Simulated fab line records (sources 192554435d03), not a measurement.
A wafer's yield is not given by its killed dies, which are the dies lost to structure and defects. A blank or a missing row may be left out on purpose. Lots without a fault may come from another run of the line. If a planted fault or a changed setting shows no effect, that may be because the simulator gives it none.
Chamber matching | flow n5_finfet | 3 sister chambers for N5_BEOL_M6_DEP_56 on pecvd-04
The step deposits SiCN from 3MS/NH3, target thk 10 nm, time 17.5 s. 3 wafers are shown with their chamber, then 11 later ones without.

EACH WAFER AND ITS CHAMBER
wafer  | chamber | throttle_valve_pct (%)
L088.4 | 0       | 8.9
L088.6 | 1       | 9.4
L092.2 | 2       | 10.3

WAFERS WITHOUT THEIR CHAMBER
wafer  | throttle_valve_pct (%)
L092.4 | 9.2
L092.5 | 10.1
L093.2 | 9.0
L093.3 | 10.1
L093.6 | 9.6
L095.2 | 9.1
L095.4 | 9.4
L095.5 | 10.2
L097.3 | 8.9
L097.4 | 10.0
L097.6 | 9.5

WHICH CHAMBER EACH ONE RAN IN
wafer  | from the rows above     | in truth
L092.4 | can't be placed: 1 or 0 | 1
L092.5 | 2                       | 2
L093.2 | can't be placed: 0 or 1 | 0
L093.3 | 2                       | 2
L093.6 | 1                       | 1
L095.2 | can't be placed: 0 or 1 | 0
L095.4 | 1                       | 1
L095.5 | 2                       | 2
L097.3 | 0                       | 0
L097.4 | can't be placed: 2 or 1 | 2
L097.6 | 1                       | 1
7 of 11 placed correctly. Not placeable from these rows: 4 (in 4, the candidates include the true chamber). Number placed wrongly: 0.
How it was worked out, from the rows above alone: a wafer's distance from a chamber is the root of the sum, over the readings, of the square of ((its reading less the chamber's mean) divided by the reading's scatter). The wafer belongs to the nearest chamber; if the next one is less than 2 further off, it can't be placed. For every chamber, the mean is computed from those of its wafers that are shown. The scatter (one wafer shown for each chamber): square how far every hidden wafer sits from the nearest shown wafer, average those squares and take the square root.
